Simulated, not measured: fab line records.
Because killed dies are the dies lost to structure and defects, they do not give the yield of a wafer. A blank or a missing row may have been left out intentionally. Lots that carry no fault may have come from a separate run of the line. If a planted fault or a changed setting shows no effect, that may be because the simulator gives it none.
fab line records    flow nand-harc    part 1 of 2: steps 1 to 4 of 6
record lots=20  wafers=60  last-day=33
route steps=1302 shown A_CHANNEL_HOLE_D2@598 A_STAIRCASE@651
lots that met no fault: taken from a fault-free run of the same line
start-h: hours from the record's opening day to when the first of the lot's shown wafers began    wait-h: hours from the lot's prior step to this one    " as in the row above    L1.1+2: a single row standing in for several wafers    - value missing, or start not given    * or withheld: withheld    < > ~ a bound
route shown NAME@n: names a module that has steps shown in the file, with the first one's number in the route    usual: mean/standard deviation taken from wafers without a fault    same: alike in all rows    chamber/n: place in a boat    sites: the reading at each site    _std_site: their standard deviation    _edge_site: inner sites' mean taken away from outer sites' mean    radius-mm: how far each site lies from the wafer's centre    mask NAME#n: copy n    behind: the tool/chamber that last shaped the wafer    hold: what put the lot on hold/how long, in hours/how the hold closed    device: the transistor (n, p or np) that didn't switch    end of line: tests of these same wafers at the route's end    step lacking rows: just its recipe    killed: the dies lost at the first sort to structure and to defects; this is not the yield of the wafer    map: dies across one wafer; x = killed, . = not, _ = none there
set.NAME: the run value of the setting; set.NAME@STEP: its run value at that earlier step    model.NAME: the simulator's own value behind a step, which no gauge read
the route's steps for a sample of lots (tables are steps, rows are wafers)
services: when a tool's chamber went out of use (start-h, in hours from the record's first day, below 0 if earlier), for how many hours, and the reason
## steps
# step NHARC_A_CHANNEL_HOLE_D2_ETCH_26
# recipe bias-v=300  source-w=2000  pressure-mtorr=30  time-s=224.1  ar-flow-sccm=375  c4f8-flow-sccm=11.4  o2-flow-sccm=113.6  temp-c=-20  target-depth-a=3000  chemistry=C4F8/O2/Ar
# usual c4f8-flow-sccm=11.39/0.033  drypump-motor-current-A=6.0/0.64  mfc-ar-sccm=375.0/1.1  showerhead-plenum-p-Torr=3.72/0.14  throttle-valve-pct=24.585/0.0093
# same time-s=224.1
lot.wafer  tool         chamber  start-h  wait-h  c4f8-flow-sccm  drypump-motor-current-A  mfc-ar-sccm  rf-hours-counter-h  showerhead-plenum-p-Torr  throttle-valve-pct
L074.1     har-etch-02  0        287.10   0.7     11.36           6.4                      374.7        363                 3.70                      24.585
L074.3     "            1        "        "       11.40           6.3                      375.3        -                   3.47                      24.586
L074.5     "            0        "        "       11.38           6.4                      373.8        -                   3.70                      24.595
L075.2     har-etch-01  1        301.93   0.7     11.43           4.8                      374.6        148                 3.71                      24.575
L075.4     "            1        "        "       11.40           4.8                      375.7        -                   3.71                      24.582
L075.5     "            1        "        "       11.45           4.8                      375.7        -                   3.71                      24.593
L076.4     har-etch-02  1        308.03   0.5     11.37           6.3                      374.3        -                   3.46                      24.581
L076.6     "            1        "        "       11.38           6.3                      374.6        -                   3.46                      24.577
L076.5     "            0        "        "       11.38           6.4                      374.0        -                   3.69                      24.567
L077.2     har-etch-01  1        327.10   0.6     11.37           4.9                      376.7        163                 3.70                      24.568
L077.3     "            0        "        "       11.36           6.3                      375.7        -                   3.74                      24.591
L077.6     "            0        "        "       11.32           6.3                      376.1        -                   3.74                      24.591
L079.2     har-etch-02  1        348.56   0.7     11.39           6.4                      373.8        397                 3.45                      24.586
L079.1     "            0        "        "       11.37           6.4                      373.4        397                 3.68                      24.588
L079.4     "            1        "        "       11.38           6.4                      373.0        -                   3.45                      24.584
L080.3     har-etch-01  1        349.47   0.5     11.41           4.8                      372.5        -                   3.70                      24.580
L080.5     "            1        "        "       11.42           4.8                      375.3        -                   3.70                      24.583
L080.6     "            0        "        "       11.35           6.3                      375.4        -                   3.73                      24.587
L081.1     har-etch-02  1        363.58   0.7     11.37           6.4                      374.1        405                 3.45                      24.584
L081.4     "            1        "        "       11.42           6.3                      375.6        -                   3.45                      24.583
L081.6     "            0        "        "       11.43           6.4                      374.1        -                   3.67                      24.572
L083.1     har-etch-01  1        396.92   0.6     11.38           4.8                      373.4        198                 3.68                      24.589
L083.4     "            0        "        "       11.47           6.3                      374.9        -                   3.72                      24.584
L083.5     "            1        "        "       11.36           4.8                      375.0        -                   3.68                      24.598
L082.1     har-etch-02  0        397.79   0.7     11.40           6.4                      373.4        4                   3.67                      24.577
L082.2     "            1        "        "       11.42           6.4                      373.9        4                   3.99                      24.589
L082.5     "            1        "        "       11.45           6.4                      373.7        -                   3.99                      24.588
L084.1     har-etch-01  1        410.75   0.7     11.39           4.8                      375.5        209                 3.68                      24.602
L084.3     "            0        "        "       11.42           6.3                      374.1        -                   3.71                      24.575
L084.6     "            1        "        "       11.40           4.8                      375.4        -                   3.68                      24.607
L086.2     har-etch-02  1        414.79   0.6     11.39           6.4                      377.9        15                  3.98                      24.581
L086.4     "            1        "        "       11.42           6.4                      374.5        -                   3.98                      24.576
L086.6     "            1        "        "       11.42           6.4                      375.6        -                   3.98                      24.582
L087.1     har-etch-02  0        430.23   0.7     11.45           6.4                      373.8        27                  3.65                      24.582
L087.4     "            1        "        "       11.37           6.4                      376.3        -                   3.98                      24.585
L087.5     "            1        "        "       11.42           6.4                      375.8        -                   3.98                      24.581
L089.2     har-etch-02  0        455.81   0.7     11.40           6.4                      376.5        38                  3.65                      24.589
L089.1     "            1        "        "       11.38           6.4                      375.3        38                  3.97                      24.579
L089.4     "            1        "        "       11.42           6.4                      376.1        -                   3.97                      24.579
L090.2     har-etch-01  1        458.01   0.7     11.40           4.8                      376.5        236                 3.66                      24.580
L090.3     "            1        "        "       11.33           4.8                      376.7        -                   3.66                      24.622
L090.5     "            1        "        "       11.41           4.9                      374.8        -                   3.66                      24.587
L088.1     har-etch-02  0        460.04   0.6     11.33           6.4                      376.1        42                  3.64                      24.577
L088.4     "            1        "        "       11.40           6.4                      375.1        -                   3.97                      24.577
L088.6     "            0        "        "       11.37           6.4                      375.5        -                   3.64                      24.583
L091.4     har-etch-01  0        470.20   0.5     11.41           6.3                      374.7        -                   3.69                      24.580
L091.5     "            0        "        "       11.42           6.3                      373.2        -                   3.69                      24.589
L091.6     "            1        "        "       11.37           4.8                      376.3        -                   3.66                      24.591
L093.1     har-etch-01  1        478.47   0.7     11.39           4.9                      376.3        255                 3.65                      24.572
L093.4     "            1        "        "       11.38           4.8                      375.4        -                   3.65                      24.584
L093.6     "            0        "        "       11.38           6.3                      375.4        -                   3.69                      24.590
L094.2     har-etch-02  1        517.35   0.6     11.38           6.4                      375.2        77                  3.95                      24.586
L094.3     "            1        "        "       11.37           6.4                      374.8        -                   3.95                      24.580
L094.5     "            1        "        "       11.38           6.3                      373.9        -                   3.95                      24.558
L095.1     har-etch-01  0        518.55   0.7     11.42           6.3                      374.6        274                 3.68                      24.601
L095.3     "            0        "        "       11.35           6.3                      374.8        -                   3.68                      24.582
L095.6     "            1        "        "       11.41           4.8                      373.8        -                   3.64                      24.576
L096.2     har-etch-02  1        528.49   0.7     11.40           6.4                      374.6        84                  3.94                      24.583
L096.6     "            1        "        "       11.39           6.4                      375.2        -                   3.94                      24.582
L096.5     "            0        "        "       11.40           6.4                      374.3        -                   3.62                      24.602
# step NHARC_A_STAIRCASE_ETCH_169
# recipe target-depth-a=500  time-s=107.1  ion-energy-ev=120  ch3f-flow-sccm=50  o2-flow-sccm=30  ar-flow-sccm=200  rf-w=500  bias-w=100  chemistry=CH3F/O2
# usual drypump-motor-current-A=5.7/0.39  mfc-ar-sccm=200.0/0.61  oes-product-au=0.955/0.019  rf-vpp-V=244.8/1.7  showerhead-plenum-p-Torr=2.49/0.11  throttle-valve-pct=20.662/0.0093
# same time-s=107.1
lot.wafer  tool         chamber  start-h  wait-h  drypump-motor-current-A  mfc-ar-sccm  oes-product-au  rf-hours-counter-h  rf-vpp-V  showerhead-plenum-p-Torr  throttle-valve-pct
L074.1     rie-diel-04  1        340.09   0.5     5.8                      199.3        0.933           56                  244.4     2.44                      20.666
L074.3     "            2        "        "       5.2                      199.8        0.911           48                  247.4     2.64                      20.650
L074.5     "            2        "        "       5.2                      199.4        0.913           -                   245.9     2.64                      20.651
L075.4     rie-diel-12  2        353.95   0.2     5.3                      200.8        0.945           20                  244.2     2.41                      20.675
L075.2     "            3        "        "       5.7                      201.2        0.959           21                  245.1     2.51                      20.653
L075.5     "            0        "        "       6.3                      201.6        0.955           -                   245.6     2.65                      20.660
L076.4     rie-diel-01  2        361.04   0.1     5.9                      199.8        0.947           42                  244.3     2.44                      20.669
L076.6     "            2        "        "       5.9                      199.7        0.967           -                   244.0     2.44                      20.643
L076.5     "            3        "        "       5.8                      200.5        0.948           -                   242.3     2.34                      20.670
L077.3     rie-diel-04  2        389.26   0.1     5.2                      200.1        0.958           5                   247.6     2.63                      20.686
L077.2     "            3        "        "       5.5                      199.5        0.948           5                   241.0     2.29                      20.675
L077.6     "            1        "        "       5.7                      199.3        0.982           -                   243.9     2.43                      20.666
L079.1     rie-diel-01  3        402.31   0.2     5.8                      199.7        0.941           3                   243.1     2.33                      20.648
L079.4     "            1        "        "       5.5                      200.1        0.968           5                   246.1     2.56                      20.677
L079.2     "            2        "        "       5.9                      200.2        0.937           3                   244.1     2.44                      20.656
L080.3     rie-diel-01  2        402.39   0.2     5.9                      200.6        0.935           3                   243.3     2.44                      20.668
L080.6     "            3        "        "       5.7                      199.2        0.937           -                   243.1     2.33                      20.659
L080.5     "            0        "        "       5.7                      200.3        0.954           -                   244.2     2.49                      20.653
L081.1     rie-diel-01  3        415.81   0.1     5.8                      200.5        0.981           9                   244.7     2.33                      20.667
L081.4     "            2        "        "       5.9                      198.9        0.979           9                   244.2     2.44                      20.660
L081.6     "            0        "        "       5.7                      200.1        0.976           -                   244.7     2.49                      20.667
L083.4     rie-diel-01  0        449.35   0.2     5.7                      199.3        0.954           20                  245.0     2.49                      20.646
L083.1     "            1        "        "       5.6                      199.1        0.961           22                  246.0     2.55                      20.667
L083.5     "            2        "        "       5.9                      199.7        0.929           -                   245.1     2.43                      20.653
L082.2     rie-diel-01  0        449.51   0.1     5.7                      200.2        0.939           20                  245.5     2.49                      20.663
L082.1     "            2        "        "       5.9                      200.4        0.931           19                  244.2     2.43                      20.662
L082.5     "            0        "        "       5.7                      200.4        0.939           -                   245.4     2.49                      20.652
L084.1     rie-diel-04  2        462.56   0.1     5.1                      200.7        1.010           28                  246.1     2.63                      20.656
L084.3     "            0        "        "       6.6                      200.2        0.971           27                  247.0     2.65                      20.676
L084.6     "            2        "        "       5.1                      200.9        1.005           -                   246.0     2.63                      20.672
L086.4     rie-diel-12  1        466.18   0.1     5.8                      200.2        0.953           2                   245.7     2.59                      20.667
L086.2     "            0        "        "       6.3                      198.5        0.973           2                   246.3     2.64                      20.673
L086.6     "            1        "        "       5.8                      200.9        0.944           -                   244.9     2.59                      20.647
L087.1     rie-diel-12  2        481.39   0.1     5.2                      199.9        0.935           7                   242.5     2.40                      20.654
L087.4     "            1        "        "       5.8                      200.7        0.949           10                  246.6     2.59                      20.667
L087.5     "            2        "        "       5.3                      200.3        0.941           -                   243.8     2.40                      20.658
L090.2     rie-diel-04  1        507.75   0.1     5.7                      199.1        0.989           37                  242.4     2.42                      20.662
L090.3     "            0        "        "       6.7                      199.9        0.973           43                  246.9     2.64                      20.668
L090.5     "            2        "        "       5.1                      200.7        0.998           -                   245.8     2.62                      20.672
L089.1     rie-diel-12  2        507.87   0.1     5.3                      199.9        0.937           13                  244.6     2.40                      20.659
L089.2     "            3        "        "       5.7                      200.7        0.951           12                  244.3     2.50                      20.651
L089.4     "            3        "        "       5.6                      200.6        0.960           -                   244.8     2.50                      20.652
L088.4     rie-diel-12  1        511.16   0.2     5.8                      198.7        0.939           16                  246.8     2.59                      20.656
L088.1     "            2        "        "       5.3                      200.7        0.935           14                  244.2     2.40                      20.644
L088.6     "            2        "        "       5.3                      200.0        0.935           -                   240.3     2.40                      20.668
L091.4     rie-diel-04  3        521.16   0.1     5.5                      200.1        0.951           41                  243.0     2.28                      20.665
L091.5     "            3        "        "       5.5                      199.8        0.959           -                   241.8     2.28                      20.657
L091.6     "            0        "        "       6.6                      199.3        0.953           -                   247.8     2.64                      20.696
L093.1     rie-diel-12  3        530.01   0.1     5.6                      200.3        0.921           19                  245.1     2.50                      20.658
L093.4     "            1        "        "       5.8                      200.0        0.929           24                  245.2     2.58                      20.677
L093.6     "            0        "        "       6.3                      199.9        0.926           -                   247.2     2.63                      20.668
L094.3     rie-diel-12  2        569.25   0.1     5.3                      198.8        0.957           35                  242.4     2.39                      20.681
L094.2     "            3        "        "       5.7                      199.1        0.959           31                  245.0     2.49                      20.657
L094.5     "            2        "        "       5.3                      198.5        0.954           -                   243.3     2.39                      20.650
L095.3     rie-diel-12  3        569.41   0.1     5.6                      198.9        0.951           31                  245.3     2.49                      20.656
L095.1     "            1        "        "       5.7                      199.8        0.941           38                  246.7     2.58                      20.666
L095.6     "            2        "        "       5.3                      200.3        0.950           -                   243.6     2.39                      20.665
L096.2     rie-diel-01  1        578.98   0.1     5.6                      199.2        0.952           2                   245.6     2.54                      20.662
L096.6     "            1        "        "       5.6                      200.0        0.964           -                   245.0     2.54                      20.669
L096.5     "            2        "        "       5.9                      200.0        0.968           -                   244.8     2.42                      20.652
# step NHARC_A_STAIRCASE_TRIM_24
# recipe time-s=211.2  o2-flow-sccm=500  ar-flow-sccm=0  bias-w=0  chemistry=O2
# usual drypump-motor-current-A=5.8/0.35  mfc-ar-sccm=0.0018/0.003  oes-product-au=1.004/0.0094  rf-vpp-V=58.0/0.9  showerhead-plenum-p-Torr=3.56/0.15  throttle-valve-pct=17.037/0.0094
# same time-s=211.2
lot.wafer  tool         chamber  start-h  wait-h  drypump-motor-current-A  mfc-ar-sccm  oes-product-au  rf-hours-counter-h  rf-vpp-V  showerhead-plenum-p-Torr  throttle-valve-pct
L074.1     rie-diel-12  1        -        -       5.8                      0.0060       1.019           13                  58.9      3.74                      17.054
L074.3     "            2        "        "       5.3                      0.0009       1.004           15                  57.9      3.47                      17.043
L074.5     "            1        "        "       5.8                      0.0060       1.013           -                   57.3      3.74                      17.030
L075.2     rie-diel-01  1        -        -       5.6                      0            1.004           41                  57.9      3.68                      17.033
L075.4     "            2        "        "       5.9                      0.0050       1.002           41                  59.3      3.51                      17.029
L075.5     "            0        "        "       5.7                      0            0.991           -                   57.3      3.58                      17.017
L076.4     rie-diel-12  1        -        -       5.8                      0.0060       1.009           25                  58.7      3.73                      17.035
L076.5     "            0        "        "       6.3                      0            1.014           -                   59.0      3.79                      17.053
L076.6     "            1        "        "       5.8                      0.0060       1.008           -                   57.9      3.73                      17.054
L077.3     rie-diel-12  3        -        -       5.6                      0.0090       0.996           32                  58.4      3.60                      17.029
L077.2     "            0        "        "       6.3                      0            1.005           31                  60.0      3.79                      17.026
L077.6     "            0        "        "       6.3                      0            1.013           -                   58.6      3.79                      17.025
L079.1     rie-diel-04  1        -        -       5.8                      0            1.014           12                  56.4      3.49                      17.035
L079.4     "            2        "        "       5.1                      0            1.004           12                  59.2      3.77                      17.052
L079.2     "            3        "        "       5.5                      0            1.002           10                  58.9      3.30                      17.042
L080.3     rie-diel-01  1        -        -       5.6                      0            1.016           6                   59.8      3.67                      17.042
L080.5     "            1        "        "       5.6                      0            1.019           -                   57.0      3.67                      17.052
L080.6     "            3        "        "       5.8                      0            1.001           -                   58.6      3.35                      17.034
L081.1     rie-diel-04  3        -        -       5.5                      0            1.000           15                  56.8      3.29                      17.029
L081.4     "            0        "        "       6.7                      0            1.017           13                  58.4      3.80                      17.038
L081.6     "            0        "        "       6.7                      0            1.000           -                   58.4      3.80                      17.038
L083.1     rie-diel-04  1        -        -       5.8                      0            1.002           26                  57.2      3.48                      17.033
L083.4     "            2        "        "       5.1                      0            1.001           26                  57.8      3.76                      17.041
L083.5     "            0        "        "       6.7                      0            1.003           -                   57.9      3.79                      17.033
L082.1     rie-diel-01  1        -        -       5.6                      0            1.028           23                  57.6      3.66                      17.035
L082.2     "            2        "        "       5.9                      0.0050       0.987           20                  58.6      3.49                      17.050
L082.5     "            3        "        "       5.8                      0            1.022           -                   56.8      3.35                      17.024
L084.3     rie-diel-01  0        -        -       5.7                      0            1.002           24                  57.8      3.56                      17.031
L084.1     "            1        "        "       5.6                      0            1.017           27                  57.9      3.66                      17.037
L084.6     "            3        "        "       5.8                      0            1.009           -                   56.9      3.35                      17.031
L086.2     rie-diel-01  0        -        -       5.7                      0            1.007           29                  58.4      3.56                      17.026
L086.4     "            1        "        "       5.6                      0            1.017           30                  57.7      3.65                      17.041
L086.6     "            0        "        "       5.7                      0            1.009           -                   57.9      3.56                      17.043
L087.1     rie-diel-12  3        -        -       5.7                      0.0090       1.002           8                   57.3      3.59                      17.036
L087.4     "            0        "        "       6.3                      0            1.004           11                  56.7      3.77                      17.037
L087.5     "            2        "        "       5.3                      0.0009       0.994           -                   57.2      3.45                      17.022
L090.2     rie-diel-01  3        -        -       5.8                      0            1.006           43                  56.4      3.33                      17.028
L090.3     "            1        "        "       5.6                      0            1.007           43                  57.5      3.65                      17.036
L090.5     "            2        "        "       5.9                      0.0050       0.987           -                   57.7      3.48                      17.047
L089.1     rie-diel-12  3        -        -       5.6                      0.0090       1.011           13                  59.8      3.58                      17.025
L089.4     "            0        "        "       6.3                      0            0.990           13                  59.3      3.77                      17.036
L089.2     "            1        "        "       5.8                      0.0060       1.005           16                  58.9      3.71                      17.029
L088.1     rie-diel-01  3        -        -       5.8                      0            1.014           44                  57.5      3.33                      17.034
L088.4     "            2        "        "       5.9                      0.0050       0.992           40                  58.8      3.48                      17.045
L088.6     "            3        "        "       5.8                      0            1.001           -                   58.1      3.33                      17.043
L091.4     rie-diel-12  2        -        -       5.3                      0.0009       0.985           19                  57.6      3.44                      17.039
L091.6     "            1        "        "       5.8                      0.0060       0.993           -                   59.6      3.70                      17.040
L091.5     "            2        "        "       5.3                      0.0009       0.990           -                   57.1      3.44                      17.033
L093.1     rie-diel-04  1        -        -       5.8                      0            1.023           45                  56.9      3.47                      17.042
L093.4     "            0        "        "       6.7                      0            0.998           52                  58.0      3.78                      17.039
L093.6     "            2        "        "       5.1                      0            0.997           -                   58.3      3.74                      17.034
L095.3     rie-diel-01  0        -        -       5.7                      0            1.003           1                   58.7      3.54                      17.040
L095.1     "            1        "        "       5.6                      0            0.998           1                   56.3      3.64                      17.030
L095.6     "            0        "        "       5.7                      0            1.016           -                   57.8      3.54                      17.058
L094.3     rie-diel-12  0        -        -       6.3                      0            0.997           27                  59.0      3.77                      17.045
L094.2     "            2        "        "       5.3                      0.0009       0.993           36                  55.9      3.43                      17.029
L094.5     "            0        "        "       6.3                      0            1.008           -                   58.8      3.77                      17.044
L096.2     rie-diel-01  3        -        -       5.8                      0            0.993           3                   58.5      3.32                      17.039
L096.6     "            2        "        "       5.9                      0.0050       0.979           -                   57.7      3.47                      17.008
L096.5     "            3        "        "       5.8                      0            0.990           -                   59.3      3.32                      17.029
# step NHARC_A_STAIRCASE_STRIP_175
# recipe power-w=1500  temp-c=250  chemistry=O2
# usual drypump-motor-current-A=5.6/0.4  heater-power-w=351/46
lot.wafer  tool             chamber  start-h  wait-h  drypump-motor-current-A  heater-power-w  rf-hours-counter-h
L074.1     plasma-asher-02  0        344.02   0.1     5.9                      356             18
L074.3     "                0        "        "       5.9                      370             -
L074.5     "                1        "        "       5.8                      293             -
L075.2     plasma-asher-01  0        357.86   0.1     6.0                      404             2
L075.4     "                1        "        "       5.0                      366             -
L075.5     "                1        "        "       5.0                      366             -
L076.4     plasma-asher-01  0        367.14   0.2     6.1                      413             -
L076.5     "                1        "        "       5.0                      370             -
L076.6     "                0        "        "       6.0                      412             -
L077.2     plasma-asher-02  0        393.23   0.1     5.9                      356             27
L077.3     "                1        "        "       5.7                      285             -
L077.6     "                0        "        "       5.9                      363             -
L079.1     plasma-asher-02  1        406.31   0.1     5.7                      287             31
L079.2     "                0        "        "       5.8                      364             31
L079.4     "                1        "        "       5.7                      293             -
L080.3     plasma-asher-01  0        406.69   0.2     6.0                      419             -
L080.6     "                0        "        "       6.0                      399             -
L080.5     "                1        "        "       5.0                      365             -
L081.1     plasma-asher-02  0        419.93   0.1     5.9                      360             34
L081.4     "                1        "        "       5.8                      279             -
L081.6     "                1        "        "       5.7                      284             -
L083.1     plasma-asher-01  0        453.30   0.1     6.0                      407             21
L083.4     "                0        "        "       6.0                      411             -
L083.5     "                1        "        "       4.9                      367             -
L082.2     plasma-asher-01  1        453.81   0.1     5.0                      361             21
L082.1     "                0        "        "       6.0                      407             21
L082.5     "                1        "        "       5.0                      365             -
L084.1     plasma-asher-02  0        467.51   0.4     5.9                      347             5
L084.3     "                1        "        "       5.8                      287             -
L084.6     "                1        "        "       5.7                      272             -
L086.2     plasma-asher-02  0        471.72   0.2     5.9                      333             7
L086.4     "                1        "        "       5.7                      274             -
L086.6     "                1        "        "       5.7                      281             -
L087.1     plasma-asher-02  1        485.42   0.1     5.7                      280             12
L087.4     "                1        "        "       5.7                      288             -
L087.5     "                0        "        "       5.9                      346             -
L090.2     plasma-asher-01  1        511.67   0.1     5.0                      363             32
L090.3     "                0        "        "       6.0                      406             -
L090.5     "                0        "        "       6.0                      416             -
L089.1     plasma-asher-01  1        512.10   0.1     5.0                      363             32
L089.2     "                0        "        "       6.0                      415             32
L089.4     "                1        "        "       5.0                      370             -
L088.1     plasma-asher-01  0        515.71   0.1     6.0                      416             32
L088.4     "                1        "        "       5.0                      370             -
L088.6     "                1        "        "       5.0                      358             -
L091.4     plasma-asher-02  0        526.64   0.8     5.9                      341             -
L091.6     "                0        "        "       5.8                      340             -
L091.5     "                1        "        "       5.7                      276             -
L093.1     plasma-asher-02  1        534.18   0.1     5.7                      285             25
L093.4     "                0        "        "       5.9                      338             -
L093.6     "                0        "        "       5.9                      343             -
L095.1     plasma-asher-01  0        573.36   0.1     6.0                      414             8
L095.3     "                0        "        "       6.0                      411             -
L095.6     "                0        "        "       6.0                      413             -
L094.2     plasma-asher-02  1        573.53   0.1     5.8                      276             30
L094.3     "                0        "        "       5.9                      335             -
L094.5     "                1        "        "       5.7                      285             -
L096.2     plasma-asher-01  0        582.78   0.1     6.0                      408             11
L096.6     "                0        "        "       6.0                      403             -
L096.5     "                1        "        "       5.0                      342             -
